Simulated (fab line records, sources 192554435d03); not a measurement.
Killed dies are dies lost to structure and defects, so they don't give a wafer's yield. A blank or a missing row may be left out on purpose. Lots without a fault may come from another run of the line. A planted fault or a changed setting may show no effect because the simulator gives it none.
Chamber matching | flow n5_finfet | N5_FIN_SAQP_SPACER2_ALD_28 on ald_sin-04: 4 sister chambers
The step deposits SiO2, target thk 8.1 nm, pulse time 1 s, purge time 2 s. 8 wafers are shown with their chamber, then 7 later ones without.

WAFERS WITH THEIR CHAMBER
wafer  | chamber | heater_power_w (W) | heater_power_outer_w (W)
L084.1 | 3       | 494                | 256
L084.3 | 0       | 562                | 314
L084.4 | 2       | 618                | 356
L085.1 | 3       | 498                | 254
L085.4 | 2       | 629                | 354
L085.6 | 1       | 436                | 248
L086.1 | 1       | 424                | 253
L086.3 | 0       | 559                | 296

WAFERS WITHOUT THEIR CHAMBER
wafer  | heater_power_w (W) | heater_power_outer_w (W)
L086.5 | 487                | 252
L088.1 | 543                | 311
L088.3 | 630                | 351
L088.4 | 637                | 359
L092.2 | 622                | 352
L092.3 | 561                | 307
L092.4 | 495                | 258

WHICH CHAMBER EACH WENT THROUGH
wafer  | from the rows above | in truth
L086.5 | 3                   | 3
L088.1 | 0                   | 0
L088.3 | 2                   | 2
L088.4 | 2                   | 2
L092.2 | 2                   | 2
L092.3 | 0                   | 0
L092.4 | 3                   | 3
Placed correctly: 7 of 7. Can't be placed from these rows: 0. Placed wrongly: 0.
How it was worked out, from the rows above alone: a wafer's distance from a chamber is the root of the sum, over the readings, of the square of ((its reading less the chamber's mean) divided by the reading's scatter). The wafer belongs to the nearest chamber; if the next one is less than 2 further off, it can't be placed. A chamber's mean is the mean of its shown wafers. The scatter: the root of (the sum of the squares of (reading less its chamber's mean) over the shown wafers, divided by (wafers less chambers)).
